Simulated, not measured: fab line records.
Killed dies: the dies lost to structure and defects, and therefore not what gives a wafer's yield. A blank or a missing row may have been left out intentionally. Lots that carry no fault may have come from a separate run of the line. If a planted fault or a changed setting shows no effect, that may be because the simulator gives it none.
Chamber matching	flow n5 finfet	4 sister chambers for N5_BEOL_M5_STRIP_64 on rie diel-02
The step strips in CF4. 8 wafers are shown with their chamber, then 10 later ones without.

WAFERS WITH THEIR CHAMBER
wafer	chamber	drypump motor current A (A)	showerhead plenum p Torr (Torr)
L079.6	2	6.3	1.84
L087.6	0	5.3	1.77
L091.3	0	5.3	1.77
L092.1	2	6.4	1.83
L092.2	1	5.7	1.80
L092.6	3	5.0	1.83
L093.3	3	5.0	1.83
L093.5	1	5.7	1.80

WAFERS MISSING THEIR CHAMBER
wafer	drypump motor current A (A)	showerhead plenum p Torr (Torr)
L093.6	6.4	1.83
L096.2	4.9	1.83
L096.5	6.4	1.83
L096.6	5.7	1.80
L097.1	4.9	1.83
L097.3	5.7	1.80
L097.6	5.3	1.77
L095.2	4.9	1.83
L095.3	6.3	1.83
L095.6	6.4	1.83

EACH ONE'S CHAMBER
wafer	from the rows above	in truth
L093.6	2	2
L096.2	3	3
L096.5	2	2
L096.6	1	1
L097.1	3	3
L097.3	1	1
L097.6	0	0
L095.2	3	3
L095.3	2	2
L095.6	2	2
Correctly placed: 10 of 10. Number that these rows cannot place: 0. Wrongly placed: 0.
How it was worked out, from the rows above alone: a wafer's distance from a chamber is the root of the sum, over the readings, of the square of ((its reading less the chamber's mean) divided by the reading's scatter). If the next closest chamber is less than 2 further off than the closest, the wafer can't be placed; otherwise it belongs to the closest. Each chamber's mean is taken over the wafers shown for it. The scatter: take each reading less its chamber's mean, square it, sum over the shown wafers, divide by the number of wafers less the number of chambers, and take the root.
